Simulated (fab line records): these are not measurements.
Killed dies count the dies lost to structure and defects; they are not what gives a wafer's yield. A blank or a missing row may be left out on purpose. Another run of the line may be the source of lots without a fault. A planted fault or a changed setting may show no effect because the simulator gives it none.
fab line records    flow n5_finfet
[record] lots = 24  wafers = 72  last_day = 18
route steps=1938 shown BEOL_M8@1388 BEOL_M9@1405 BEOL_M10@1521 BEOL_M11@1552
lots with no fault: from the same line, run without faults
start_h: hours from the record's first day to the start of the lot's first wafer shown    wait_h: time in hours since the lot's previous step    " same as the row above    L1.1+2: a row that stands for several wafers    - no value, or no start was given    * or withheld: withheld    < > ~ a bound
route shown NAME@n: NAME is a module with steps in the file, n the number in the route of the first one    usual: mean/standard deviation of fault-free wafers    same: alike in all rows    chamber/n: place in a boat    sites: per-site readings    _std_site: their standard deviation    _edge_site: inner sites' mean taken away from outer sites' mean    radius_mm: how far each site lies from the wafer's centre    mask NAME#n: copy n    behind: the last tool/chamber to shape the wafer    hold: why the lot went on hold/how many hours it stayed there/how the hold came to an end    device: the transistor (n, p or np) that didn't switch    end of line: the route-end tests of the same wafers    where a step has no rows: the recipe by itself    killed: at the first sort, the dies lost to defects and structure; wafer yield is something else    map: per-die view of a wafer (x killed, . not killed, _ where there is no die)
set.NAME: the run value of the setting; set.NAME@STEP: its run value at that earlier step    model.NAME: the simulator's own value behind a step, which no gauge read
one table for each step of the route and one row for each wafer, over a sample of lots
services: the hour from which a tool's chamber was out of use, counted from the record's first day as start_h (under 0 if before that day), plus the number of hours and why
[[steps]]
[step N5_BEOL_M8_PRE_CLEAN_45]
[recipe] gas = H2/He  time_s = 30  temp_c = 250
[usual] heater_power_w = 327/34  susceptor_temp_C = 249.94/0.19
lot.wafer  tool            chamber  start_h  wait_h  heater_power_w  susceptor_temp_C
L075.2     pvd_sputter-01  -        221.10   0.0     337             249.74
L075.3     "               -        "        "       326             249.79
L075.5     "               -        "        "       346             250.06
L074.2     pvd_sputter-01  -        221.54   0.0     411             250.00
L074.5     "               -        "        "       417             249.99
L074.6     "               -        "        "       345             249.73
L076.1     pvd_sputter-02  -        239.90   0.0     343             250.04
L076.2     "               -        "        "       284             249.62
L076.5     "               -        "        "       333             250.15
L077.1     pvd_sputter-03  -        239.97   0.0     350             249.93
L077.2     "               -        "        "       297             250.08
L077.5     "               -        "        "       294             250.12
L078.1     pvd_sputter-02  -        244.65   0.0     337             250.16
L078.4     "               -        "        "       296             249.94
L078.6     "               -        "        "       339             250.14
L081.2     pvd_sputter-02  -        253.18   0.0     307             249.77
L081.5     "               -        "        "       348             249.89
L081.6     "               -        "        "       289             250.23
L082.1     pvd_sputter-01  -        264.15   0.0     335             250.19
L082.5     "               -        "        "       412             250.25
L082.6     "               -        "        "       345             250.18
L080.1     pvd_sputter-01  -        267.39   0.0     329             250.23
L080.3     "               -        "        "       349             249.92
L080.4     "               -        "        "       338             249.84
L079.2     pvd_sputter-03  -        268.75   0.0     313             250.00
L079.3     "               -        "        "       292             249.82
L079.4     "               -        "        "       304             249.96
L084.1     pvd_sputter-02  -        271.18   0.0     346             249.73
L084.3     "               -        "        "       284             249.74
L084.6     "               -        "        "       290             249.68
L083.1     pvd_sputter-01  -        280.63   0.0     335             250.00
L083.3     "               -        "        "       417             250.17
L083.4     "               -        "        "       343             249.63
L086.3     pvd_sputter-03  -        284.35   0.0     352             249.49
L086.4     "               -        "        "       309             250.05
L086.5     "               -        "        "       291             249.92
L085.1     pvd_sputter-03  -        287.83   0.0     289             250.03
L085.3     "               -        "        "       305             250.04
L085.6     "               -        "        "       300             250.18
L090.2     pvd_sputter-01  -        301.03   0.0     413             250.23
L090.4     "               -        "        "       348             249.96
L090.6     "               -        "        "       339             249.85
L087.1     pvd_sputter-02  -        301.86   0.0     321             249.93
L087.4     "               -        "        "       289             249.70
L087.5     "               -        "        "       340             249.98
L088.1     pvd_sputter-03  -        306.98   0.0     352             249.82
L088.3     "               -        "        "       306             250.01
L088.6     "               -        "        "       358             250.03
L089.1     pvd_sputter-02  -        312.35   0.0     349             250.32
L089.3     "               -        "        "       282             249.94
L089.5     "               -        "        "       333             250.14
L092.4     pvd_sputter-03  -        320.48   0.0     355             249.91
L092.5     "               -        "        "       292             249.66
L092.6     "               -        "        "       322             250.18
L091.1     pvd_sputter-03  -        320.66   0.0     295             249.82
L091.5     "               -        "        "       299             250.00
L091.6     "               -        "        "       356             249.81
L093.2     pvd_sputter-02  -        324.82   0.0     311             249.90
L093.4     "               -        "        "       341             249.91
L093.5     "               -        "        "       310             249.80
L094.2     pvd_sputter-02  -        340.06   0.0     338             250.12
L094.4     "               -        "        "       284             249.77
L094.6     "               -        "        "       334             249.75
L095.1     pvd_sputter-02  -        350.30   0.0     332             250.15
L095.4     "               -        "        "       342             250.29
L095.5     "               -        "        "       284             249.56
L097.4     pvd_sputter-01  -        354.35   0.0     336             249.97
L097.5     "               -        "        "       316             249.95
L097.6     "               -        "        "       347             249.95
L096.2     pvd_sputter-02  -        354.62   0.0     340             249.98
L096.4     "               -        "        "       294             249.72
L096.6     "               -        "        "       328             249.86
[step N5_BEOL_M8_INSPECT_58]
[recipe] inspect_instrument = darkfield  mode = post_dep
[usual] raw_defect_count = 65/24
lot.wafer  tool               chamber  start_h  wait_h  raw_defect_count
L075.2     defect_inspect-01  -        222.71   0.0     54
L075.3     "                  -        "        "       58
L075.5     "                  -        "        "       52
L074.2     defect_inspect-02  -        223.17   0.0     117
L074.5     "                  -        "        "       78
L074.6     "                  -        "        "       64
L076.1     defect_inspect-02  -        241.63   0.0     57
L076.2     "                  -        "        "       66
L076.5     "                  -        "        "       72
L077.1     defect_inspect-01  -        244.07   0.0     70
L077.2     "                  -        "        "       40
L077.5     "                  -        "        "       46
L078.1     defect_inspect-02  -        246.24   0.0     81
L078.4     "                  -        "        "       103
L078.6     "                  -        "        "       90
L081.2     defect_inspect-02  -        254.83   0.0     91
L081.5     "                  -        "        "       95
L081.6     "                  -        "        "       77
L082.1     defect_inspect-01  -        267.58   0.0     52
L082.5     "                  -        "        "       70
L082.6     "                  -        "        "       54
L080.1     defect_inspect-02  -        269.09   0.0     66
L080.3     "                  -        "        "       75
L080.4     "                  -        "        "       71
L079.2     defect_inspect-02  -        270.61   0.0     59
L079.3     "                  -        "        "       51
L079.4     "                  -        "        "       57
L084.1     defect_inspect-02  -        272.85   0.0     104
L084.3     "                  -        "        "       150
L084.6     "                  -        "        "       173
L083.1     defect_inspect-01  -        282.34   0.0     34
L083.3     "                  -        "        "       37
L083.4     "                  -        "        "       37
L086.3     defect_inspect-02  -        286.19   0.0     36
L086.4     "                  -        "        "       48
L086.5     "                  -        "        "       50
L085.1     defect_inspect-02  -        289.72   0.0     59
L085.3     "                  -        "        "       88
L085.6     "                  -        "        "       77
L090.2     defect_inspect-02  -        302.74   0.0     43
L090.4     "                  -        "        "       60
L090.6     "                  -        "        "       68
L087.1     defect_inspect-01  -        303.59   0.0     59
L087.4     "                  -        "        "       70
L087.5     "                  -        "        "       73
L088.1     defect_inspect-02  -        308.80   0.0     55
L088.3     "                  -        "        "       73
L088.6     "                  -        "        "       36
L089.1     defect_inspect-02  -        314.39   0.0     69
L089.3     "                  -        "        "       67
L089.5     "                  -        "        "       89
L092.4     defect_inspect-02  -        322.51   0.0     64
L092.5     "                  -        "        "       52
L092.6     "                  -        "        "       24
L091.1     defect_inspect-02  -        323.74   0.0     126
L091.5     "                  -        "        "       65
L091.6     "                  -        "        "       74
L093.2     defect_inspect-02  -        326.46   0.0     60
L093.4     "                  -        "        "       39
L093.5     "                  -        "        "       41
L094.2     defect_inspect-01  -        341.94   0.0     22
L094.4     "                  -        "        "       57
L094.6     "                  -        "        "       34
L095.1     defect_inspect-02  -        353.62   0.0     95
L095.4     "                  -        "        "       80
L095.5     "                  -        "        "       55
L097.4     defect_inspect-01  -        356.09   0.0     98
L097.5     "                  -        "        "       53
L097.6     "                  -        "        "       82
L096.2     defect_inspect-02  -        356.65   0.0     86
L096.4     "                  -        "        "       45
L096.6     "                  -        "        "       66
[step N5_BEOL_M9_HM_DEP_02]
[recipe] material = TiN  target_thk_a = 200  temp_c = 25  chamber_pressure_pa = 0.49996
[usual] susceptor_temp_C = 25.01/0.11  throttle_valve_pct = 30.1/1.1
lot.wafer  tool            chamber  start_h  wait_h  susceptor_temp_C  throttle_valve_pct
L075.2     pvd_sputter-02  -        224.46   1.1     25.25             29.3
L075.3     "               -        "        "       24.73             30.0
L075.5     "               -        "        "       25.13             29.5
L074.2     pvd_sputter-03  -        224.80   0.8     24.96             31.8
L074.5     "               -        "        "       24.84             29.1
L074.6     "               -        "        "       24.94             31.9
L076.1     pvd_sputter-02  -        243.87   1.6     24.86             28.0
L076.2     "               -        "        "       25.03             31.4
L076.5     "               -        "        "       25.06             29.4
L077.1     pvd_sputter-03  -        245.09   0.3     25.05             31.6
L077.2     "               -        "        "       24.95             30.5
L077.5     "               -        "        "       24.96             29.7
L078.1     pvd_sputter-01  -        249.88   3.0     25.02             31.1
L078.4     "               -        "        "       25.07             31.1
L078.6     "               -        "        "       25.04             30.6
L081.2     pvd_sputter-03  -        256.83   1.3     25.11             29.6
L081.5     "               -        "        "       25.02             31.8
L081.6     "               -        "        "       25.09             29.1
L082.1     pvd_sputter-03  -        268.61   0.2     25.11             32.0
L082.5     "               -        "        "       24.95             29.1
L082.6     "               -        "        "       24.98             29.8
L080.1     pvd_sputter-03  -        271.35   1.6     25.13             29.8
L080.3     "               -        "        "       24.84             30.5
L080.4     "               -        "        "       24.92             29.1
L079.2     pvd_sputter-03  -        272.07   0.3     25.19             31.7
L079.3     "               -        "        "       25.10             30.4
L079.4     "               -        "        "       24.88             29.6
L084.1     pvd_sputter-02  -        276.16   2.6     25.05             30.1
L084.3     "               -        "        "       25.03             31.6
L084.6     "               -        "        "       24.96             31.4
L083.1     pvd_sputter-03  -        284.03   1.0     25.25             29.7
L083.3     "               -        "        "       25.08             31.7
L083.4     "               -        "        "       25.00             30.7
L086.3     pvd_sputter-01  -        287.63   0.7     25.04             31.1
L086.4     "               -        "        "       25.19             30.7
L086.5     "               -        "        "       24.94             31.0
L085.1     pvd_sputter-03  -        293.24   2.8     25.13             29.1
L085.3     "               -        "        "       25.02             30.9
L085.6     "               -        "        "       25.00             29.1
L090.2     pvd_sputter-01  -        303.93   0.5     25.09             31.3
L090.4     "               -        "        "       25.02             30.7
L090.6     "               -        "        "       25.02             30.7
L087.1     pvd_sputter-03  -        306.28   1.4     24.97             29.2
L087.4     "               -        "        "       25.19             31.8
L087.5     "               -        "        "       24.89             29.0
L088.1     pvd_sputter-02  -        311.85   2.0     25.00             30.0
L088.3     "               -        "        "       24.77             29.5
L088.6     "               -        "        "       25.09             31.5
L089.1     pvd_sputter-03  -        316.36   1.3     25.05             32.0
L089.3     "               -        "        "       24.95             29.2
L089.5     "               -        "        "       24.77             29.0
L092.4     pvd_sputter-02  -        325.31   2.1     24.91             31.4
L092.5     "               -        "        "       24.91             29.4
L092.6     "               -        "        "       24.95             27.6
L091.1     pvd_sputter-01  -        325.84   1.4     25.04             30.7
L091.5     "               -        "        "       25.09             30.6
L091.6     "               -        "        "       25.04             29.5
L093.2     pvd_sputter-03  -        330.18   3.0     24.90             29.7
L093.4     "               -        "        "       25.02             31.6
L093.5     "               -        "        "       24.93             30.0
L094.2     pvd_sputter-02  -        343.08   0.5     24.94             29.5
L094.4     "               -        "        "       24.93             29.7
L094.6     "               -        "        "       24.97             29.7
L095.1     pvd_sputter-02  -        354.76   0.5     25.07             28.1
L095.4     "               -        "        "       24.79             29.8
L095.5     "               -        "        "       25.00             29.2
L097.4     pvd_sputter-03  -        359.26   2.5     24.90             31.6
L097.5     "               -        "        "       25.11             31.6
L097.6     "               -        "        "       24.88             30.9
L096.2     pvd_sputter-03  -        360.24   2.9     25.06             29.8
L096.4     "               -        "        "       24.94             31.3
L096.6     "               -        "        "       25.06             30.7
[step N5_BEOL_M10_CURE_72]
[recipe] temp_c = 370  time_s = 120  ambient = DMADMS/He  material = SiCOH_lowk
[usual] lamp_power_pct = 52.31/0.052  wafer_temp_C_max = 371.6/0.86
lot.wafer  tool        chamber  start_h  wait_h  lamp_power_pct  wafer_temp_C_max
L074.2     uv_cure-01  0        239.70   0.1     52.39           372.4
L074.5     "           0        "        "       52.22           373.2
L074.6     "           0        "        "       52.30           372.3
L075.2     uv_cure-02  1        239.92   0.1     52.32           370.6
L075.3     "           1        "        "       52.31           370.9
L075.5     "           1        "        "       52.31           371.5
L076.1     uv_cure-02  1        257.02   0.0     52.33           371.0
L076.2     "           1        "        "       52.29           371.0
L076.5     "           1        "        "       52.35           371.2
L077.1     uv_cure-01  1        257.28   0.0     52.32           371.4
L077.2     "           1        "        "       52.34           371.7
L077.5     "           1        "        "       52.29           371.8
L078.1     uv_cure-01  1        260.06   0.0     52.25           371.6
L078.4     "           1        "        "       52.36           371.6
L078.6     "           1        "        "       52.32           371.7
L081.2     uv_cure-01  2        268.79   0.1     52.32           370.3
L081.5     "           2        "        "       52.30           370.3
L081.6     "           2        "        "       52.29           370.3
L082.1     uv_cure-03  2        280.38   0.2     52.39           370.9
L082.5     "           2        "        "       52.30           371.5
L082.6     "           2        "        "       52.38           371.6
L079.2     uv_cure-02  0        283.60   0.1     52.22           371.8
L079.3     "           0        "        "       52.26           371.9
L079.4     "           0        "        "       52.33           371.0
L080.1     uv_cure-02  2        283.94   0.0     52.25           374.7
L080.3     "           2        "        "       52.28           372.8
L080.4     "           2        "        "       52.37           372.5
L084.1     uv_cure-02  1        287.62   0.0     52.36           371.6
L084.3     "           1        "        "       52.31           371.3
L084.6     "           1        "        "       52.30           371.2
L083.1     uv_cure-01  0        295.32   0.0     52.25           373.8
L083.3     "           0        "        "       52.31           372.2
L083.4     "           0        "        "       52.38           373.1
L086.3     uv_cure-01  1        300.96   0.1     52.30           371.3
L086.4     "           1        "        "       52.33           371.4
L086.5     "           1        "        "       52.27           371.4
L085.1     uv_cure-02  0        304.81   1.0     52.18           371.6
L085.3     "           0        "        "       52.30           371.4
L085.6     "           0        "        "       52.29           371.2
L090.2     uv_cure-01  2        312.34   0.5     52.28           371.0
L090.4     "           2        "        "       52.35           371.3
L090.6     "           2        "        "       52.23           371.3
L087.1     uv_cure-02  2        319.51   0.0     52.38           373.1
L087.4     "           2        "        "       52.29           373.0
L087.5     "           2        "        "       52.34           373.6
L088.1     uv_cure-03  1        322.72   0.0     52.33           370.9
L088.3     "           1        "        "       52.42           370.8
L088.6     "           1        "        "       52.26           370.8
L089.1     uv_cure-03  2        331.33   0.0     52.41           370.8
L089.3     "           2        "        "       52.33           370.8
L089.5     "           2        "        "       52.21           370.8
L092.4     uv_cure-02  1        341.39   0.3     52.27           370.6
L092.5     "           1        "        "       52.33           371.1
L092.6     "           1        "        "       52.33           371.1
L091.1     uv_cure-02  1        343.32   0.0     52.32           370.8
L091.5     "           1        "        "       52.39           371.1
L091.6     "           1        "        "       52.36           370.9
L093.2     uv_cure-03  1        343.77   0.4     52.27           371.0
L093.4     "           1        "        "       52.28           371.4
L093.5     "           1        "        "       52.32           370.9
L094.2     uv_cure-01  1        356.17   0.1     52.24           371.7
L094.4     "           1        "        "       52.24           371.9
L094.6     "           1        "        "       52.36           372.2
L095.1     uv_cure-01  0        371.20   0.1     52.29           373.7
L095.4     "           0        "        "       52.25           373.2
L095.5     "           0        "        "       52.35           374.0
L097.4     uv_cure-02  1        371.81   0.2     52.32           371.2
L097.5     "           1        "        "       52.22           371.5
L097.6     "           1        "        "       52.30           371.0
L096.2     uv_cure-03  0        371.87   0.1     52.30           372.5
L096.4     "           0        "        "       52.33           371.7
L096.6     "           0        "        "       52.20           371.9
[step N5_BEOL_M10_INSPECT_58]
[recipe] inspect_instrument = darkfield  mode = post_dep
[usual] raw_defect_count = 65/21
lot.wafer  tool               chamber  start_h  wait_h  raw_defect_count
L074.2     defect_inspect-01  -        244.25   0.0     70
L074.5     "                  -        "        "       53
L074.6     "                  -        "        "       60
L075.2     defect_inspect-02  -        244.54   0.0     53
L075.3     "                  -        "        "       63
L075.5     "                  -        "        "       53
L076.1     defect_inspect-01  -        261.18   0.0     48
L076.2     "                  -        "        "       50
L076.5     "                  -        "        "       41
L077.1     defect_inspect-01  -        262.14   0.0     91
L077.2     "                  -        "        "       47
L077.5     "                  -        "        "       70
L078.1     defect_inspect-02  -        262.41   0.0     59
L078.4     "                  -        "        "       83
L078.6     "                  -        "        "       62
L081.2     defect_inspect-02  -        271.96   0.0     38
L081.5     "                  -        "        "       38
L081.6     "                  -        "        "       48
L082.1     defect_inspect-01  -        282.50   0.0     64
L082.5     "                  -        "        "       60
L082.6     "                  -        "        "       71
L079.2     defect_inspect-01  -        286.07   0.0     88
L079.3     "                  -        "        "       84
L079.4     "                  -        "        "       76
L080.1     defect_inspect-01  -        286.43   0.0     82
L080.3     "                  -        "        "       99
L080.4     "                  -        "        "       77
L084.1     defect_inspect-01  -        290.34   0.0     64
L084.3     "                  -        "        "       50
L084.6     "                  -        "        "       63
L083.1     defect_inspect-02  -        297.94   0.0     38
L083.3     "                  -        "        "       49
L083.4     "                  -        "        "       53
L086.3     defect_inspect-01  -        303.16   0.0     77
L086.4     "                  -        "        "       130
L086.5     "                  -        "        "       47
L085.1     defect_inspect-02  -        307.79   0.0     101
L085.3     "                  -        "        "       72
L085.6     "                  -        "        "       52
L090.2     defect_inspect-01  -        316.40   0.0     70
L090.4     "                  -        "        "       58
L090.6     "                  -        "        "       73
L087.1     defect_inspect-02  -        322.24   0.0     53
L087.4     "                  -        "        "       71
L087.5     "                  -        "        "       55
L088.1     defect_inspect-02  -        326.66   0.0     38
L088.3     "                  -        "        "       36
L088.6     "                  -        "        "       24
L089.1     defect_inspect-02  -        333.72   0.0     56
L089.3     "                  -        "        "       68
L089.5     "                  -        "        "       86
L092.4     defect_inspect-01  -        344.03   0.0     147
L092.5     "                  -        "        "       139
L092.6     "                  -        "        "       62
L091.1     defect_inspect-01  -        347.61   0.0     35
L091.5     "                  -        "        "       47
L091.6     "                  -        "        "       50
L093.2     defect_inspect-02  -        347.69   0.0     62
L093.4     "                  -        "        "       63
L093.5     "                  -        "        "       70
L094.2     defect_inspect-01  -        360.35   0.0     70
L094.4     "                  -        "        "       52
L094.6     "                  -        "        "       70
L095.1     defect_inspect-01  -        373.24   0.0     39
L095.4     "                  -        "        "       56
L095.5     "                  -        "        "       82
L097.4     defect_inspect-01  -        375.39   0.0     69
L097.5     "                  -        "        "       103
L097.6     "                  -        "        "       77
L096.2     defect_inspect-01  -        375.50   0.0     98
L096.4     "                  -        "        "       62
L096.6     "                  -        "        "       73
[step N5_BEOL_M11_DESCUM_16]
[recipe] chemistry = O2  time_s = 7.9  source_power_w = 50  bias_power_w = 20  pressure_mtorr = 20  rf_frequency_hz = 2.712e+07  temp_c = 40  resist = CAR-ArF  o2_flow_sccm = 225
[usual] chamber_pressure_mTorr = 20.000/0.019  drypump_motor_current_A = 5.9/0.42  oes_product_au = 0.79/0.099  rf_vpp_V = 243.6/1.1  showerhead_plenum_p_Torr = 2.11/0.051  throttle_valve_pct = 20.45/0.25
lot.wafer  tool         chamber  start_h  wait_h  chamber_pressure_mTorr  drypump_motor_current_A  oes_product_au  rf_hours_counter_h  rf_vpp_V  showerhead_plenum_p_Torr  throttle_valve_pct
L074.2     rie_diel-03  3        245.87   0.0     19.977                  6.4                      0.90            19                  243.1     2.14                      20.02
L074.5     "            1        "        "       20.000                  5.8                      0.69            -                   243.9     2.14                      20.48
L074.6     "            2        "        "       20.012                  5.7                      0.81            -                   240.4     2.04                      20.36
L075.2     rie_diel-04  0        246.12   0.1     20.010                  6.1                      0.84            86                  244.1     2.12                      20.04
L075.3     "            1        "        "       19.997                  6.3                      0.73            164                 244.4     2.17                      20.35
L075.5     "            3        "        "       20.012                  5.3                      0.73            -                   244.6     2.16                      20.78
L077.1     rie_diel-04  3        264.31   0.4     20.011                  5.3                      0.73            212                 245.0     2.16                      20.78
L077.2     "            0        "        "       20.004                  6.1                      0.84            91                  244.3     2.12                      20.06
L077.5     "            2        "        "       20.006                  6.4                      0.98            -                   243.5     2.13                      20.29
L076.1     rie_diel-03  0        264.55   0.3     19.994                  6.2                      0.99            5                   242.2     2.16                      20.51
L076.2     "            2        "        "       19.992                  5.7                      0.80            97                  242.5     2.04                      20.36
L076.5     "            1        "        "       20.001                  5.7                      0.68            -                   244.7     2.14                      20.50
L078.1     rie_diel-04  0        264.56   0.2     20.006                  6.1                      0.82            91                  242.7     2.12                      20.07
L078.4     "            1        "        "       20.015                  6.3                      0.73            169                 244.9     2.16                      20.36
L078.6     "            2        "        "       20.002                  6.4                      0.98            -                   243.6     2.13                      20.30
L081.2     rie_diel-04  2        275.68   0.0     20.013                  6.4                      0.97            7                   243.5     2.13                      20.31
L081.5     "            1        "        "       19.986                  6.3                      0.73            -                   243.1     2.16                      20.37
L081.6     "            2        "        "       19.973                  6.4                      0.96            -                   245.7     2.13                      20.31
L082.1     rie_diel-03  3        284.78   0.2     20.013                  6.3                      0.89            30                  243.7     2.14                      20.04
L082.5     "            0        "        "       20.007                  6.2                      0.96            -                   243.1     2.15                      20.51
L082.6     "            1        "        "       19.999                  5.8                      0.68            -                   243.5     2.14                      20.50
L079.2     rie_diel-04  0        288.19   0.0     19.955                  6.1                      0.82            98                  243.3     2.12                      20.05
L079.3     "            1        "        "       20.007                  6.4                      0.72            175                 245.7     2.16                      20.38
L079.4     "            3        "        "       20.017                  5.3                      0.71            219                 244.2     2.16                      20.80
L080.1     rie_diel-03  2        288.46   0.1     20.006                  5.7                      0.80            104                 240.8     2.04                      20.37
L080.3     "            0        "        "       20.020                  6.2                      0.96            11                  243.1     2.15                      20.55
L080.4     "            3        "        "       20.015                  6.3                      0.89            31                  245.2     2.14                      20.04
L084.1     rie_diel-03  0        294.11   0.2     19.982                  6.2                      0.96            13                  244.1     2.15                      20.51
L084.3     "            2        "        "       20.018                  5.7                      0.79            106                 241.7     2.04                      20.38
L084.6     "            3        "        "       20.013                  6.3                      0.88            -                   243.2     2.14                      20.03
L083.1     rie_diel-06  2        301.09   0.0     19.997                  5.5                      0.77            117                 241.5     2.02                      20.42
L083.3     "            1        "        "       20.001                  5.3                      0.72            176                 243.7     2.10                      20.64
L083.4     "            0        "        "       19.984                  5.4                      0.68            225                 243.8     2.06                      20.91
L086.3     rie_diel-04  1        305.09   0.0     20.002                  6.3                      0.72            181                 245.2     2.16                      20.38
L086.4     "            3        "        "       20.005                  5.3                      0.71            224                 245.7     2.16                      20.80
L086.5     "            0        "        "       20.028                  6.1                      0.81            -                   242.7     2.11                      20.07
L085.1     rie_diel-06  0        310.03   0.0     19.960                  5.4                      0.68            229                 241.9     2.06                      20.92
L085.3     "            3        "        "       19.993                  6.0                      0.68            239                 241.4     1.97                      20.73
L085.6     "            3        "        "       20.036                  6.0                      0.68            -                   241.9     1.97                      20.73
L090.2     rie_diel-04  2        317.84   0.0     19.997                  6.4                      0.93            18                  244.2     2.13                      20.32
L090.4     "            1        "        "       19.980                  6.3                      0.71            186                 245.1     2.16                      20.40
L090.6     "            2        "        "       19.983                  6.4                      0.93            -                   244.5     2.13                      20.31
L087.1     rie_diel-04  3        325.65   0.1     20.014                  5.3                      0.71            232                 244.0     2.15                      20.79
L087.4     "            1        "        "       20.002                  6.4                      0.71            189                 245.6     2.16                      20.38
L087.5     "            3        "        "       19.991                  5.3                      0.71            -                   244.1     2.15                      20.79
L088.1     rie_diel-04  2        331.87   1.0     20.027                  6.4                      0.92            22                  243.7     2.12                      20.34
L088.3     "            3        "        "       20.002                  5.3                      0.70            233                 244.2     2.15                      20.80
L088.6     "            3        "        "       19.996                  5.4                      0.72            -                   243.7     2.15                      20.80
L089.1     rie_diel-06  1        335.52   0.0     19.974                  5.3                      0.71            187                 243.5     2.09                      20.64
L089.3     "            3        "        "       19.996                  6.0                      0.67            247                 241.4     1.97                      20.75
L089.5     "            2        "        "       20.002                  5.5                      0.75            -                   241.3     2.01                      20.43
L092.4     rie_diel-06  1        347.15   0.3     19.990                  5.3                      0.71            -                   243.3     2.09                      20.64
L092.5     "            2        "        "       19.989                  5.4                      0.75            -                   242.6     2.01                      20.44
L092.6     "            0        "        "       19.985                  5.3                      0.67            -                   242.4     2.06                      20.92
L091.1     rie_diel-04  3        350.25   0.0     19.983                  5.3                      0.71            237                 244.9     2.15                      20.82
L091.5     "            3        "        "       19.957                  5.3                      0.70            -                   243.3     2.15                      20.81
L091.6     "            0        "        "       19.994                  6.1                      0.80            -                   243.3     2.11                      20.10
L093.2     rie_diel-04  2        350.51   0.0     19.970                  6.4                      0.91            28                  244.2     2.12                      20.35
L093.4     "            0        "        "       20.024                  6.1                      0.81            119                 244.5     2.11                      20.07
L093.5     "            3        "        "       20.022                  5.3                      0.71            -                   243.0     2.15                      20.80
L094.2     rie_diel-03  2        361.92   0.0     19.972                  5.7                      0.77            129                 242.4     2.03                      20.41
L094.4     "            3        "        "       19.983                  6.4                      0.85            -                   245.4     2.13                      20.08
L094.6     "            2        "        "       19.987                  5.7                      0.76            -                   243.1     2.03                      20.41
L095.1     rie_diel-04  1        375.25   0.0     20.014                  6.3                      0.70            204                 244.6     2.15                      20.42
L095.4     "            2        "        "       20.005                  6.5                      0.90            34                  244.4     2.12                      20.35
L095.5     "            2        "        "       20.000                  6.4                      0.90            -                   243.1     2.12                      20.36
L097.4     rie_diel-06  2        378.10   0.0     20.017                  5.5                      0.75            -                   242.2     2.01                      20.44
L097.5     "            0        "        "       19.993                  5.4                      0.67            -                   243.0     2.05                      20.95
L097.6     "            1        "        "       19.975                  5.3                      0.70            -                   244.2     2.09                      20.65
L096.2     rie_diel-03  3        378.24   0.0     20.010                  6.3                      0.85            56                  243.7     2.13                      20.09
L096.4     "            1        "        "       20.035                  5.7                      0.96            2                   243.3     2.13                      20.13
L096.6     "            0        "        "       20.027                  6.2                      0.89            -                   243.7     2.14                      20.59
[[services]]
tool            chamber  start_h  hours  kind
rie_diel-06     0        211.47   8.5    repair
rie_diel-03     0        224.48   -      clean
rie_diel-03     0        224.48   -      consumable_replace:focus_ring
rie_diel-03     0        224.48   20.7   scheduled_down
rie_diel-03     0        224.48   20.7   vent_cycle
uv_cure-03      -        226.46   5.7    repair
rie_diel-04     2        234.06   -      clean
rie_diel-04     2        234.06   -      consumable_replace:focus_ring
rie_diel-04     2        234.06   14.5   scheduled_down
rie_diel-04     2        234.06   14.5   vent_cycle
uv_cure-02      -        271.68   7.5    pm
rie_diel-03     -        272.06   0.8    repair
uv_cure-03      -        291.28   22.2   pm
pvd_sputter-02  -        305.59   2.2    repair
rie_diel-03     3        317.24   8.8    repair
pvd_sputter-01  -        326.95   3.2    repair
uv_cure-01      -        327.76   7.5    pm
rie_diel-04     3        334.18   5.4    repair
uv_cure-03      -        348.76   0.4    repair
rie_diel-03     1        354.41   -      clean
rie_diel-03     1        354.41   -      consumable_replace:focus_ring
pvd_sputter-02  -        360.36   9.0    repair
uv_cure-02      -        368.48   0.6    repair
pvd_sputter-02  -        373.64   2.1    repair
[[key]]
fault none
